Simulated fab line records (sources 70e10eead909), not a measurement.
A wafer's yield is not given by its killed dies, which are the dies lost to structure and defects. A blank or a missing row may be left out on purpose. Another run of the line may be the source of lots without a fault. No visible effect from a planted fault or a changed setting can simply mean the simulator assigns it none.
Matching of chambers + flow nandHarc + NHARC_A_STAIRCASE_ETCH_253 on rieDiel-10 has 4 sister chambers
The step etches the open film in C4F8/O2, target depth 50 nm, time 20.2 s. 8 wafers are shown with their chamber, then 8 later ones without.

WAFERS, EACH WITH ITS CHAMBER
| wafer  | chamber | rfVppV (V) | biasW (W) |
|--------|---------|------------|-----------|
| L091.6 | 3       | 905        | 996.5     |
| L092.5 | 3       | 905        | 998.6     |
| L092.6 | 0       | 892        | 995.7     |
| L093.2 | 0       | 890        | 996.8     |
| L093.3 | 2       | 896        | 1006.7    |
| L094.4 | 2       | 895        | 998.4     |
| L094.5 | 1       | 886        | 1003.3    |
| L095.3 | 1       | 886        | 999.6     |

WAFERS MISSING THEIR CHAMBER
| wafer  | rfVppV (V) | biasW (W) |
|--------|------------|-----------|
| L095.4 | 904        | 1005.4    |
| L095.6 | 888        | 1000.4    |
| L096.1 | 905        | 1000.1    |
| L096.3 | 887        | 999.1     |
| L096.6 | 888        | 997.4     |
| L097.1 | 904        | 1001.0    |
| L097.2 | 892        | 995.3     |
| L097.6 | 895        | 998.9     |

WHICH CHAMBER EACH WENT THROUGH
| wafer  | from the rows above     | in truth |
|--------|-------------------------|----------|
| L095.4 | 3                       | 3        |
| L095.6 | can't be placed: 1 or 0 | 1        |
| L096.1 | 3                       | 3        |
| L096.3 | 1                       | 1        |
| L096.6 | can't be placed: 1 or 0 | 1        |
| L097.1 | 3                       | 3        |
| L097.2 | 0                       | 0        |
| L097.6 | 2                       | 2        |
Correctly placed: 6 of 8. These rows do not allow placing 2 (true chamber among the candidates in 2). Number placed wrongly: 0.
How it was worked out, from the rows above alone: a wafer's distance from a chamber is the root of the sum, over the readings, of the square of ((its reading less the chamber's mean) divided by the reading's scatter). If the next closest chamber is less than 2 further off than the closest, the wafer can't be placed; otherwise it belongs to the closest. A chamber's mean is the mean of its shown wafers. The scatter: the root of (the sum of the squares of (reading less its chamber's mean) over the shown wafers, divided by (wafers less chambers)).
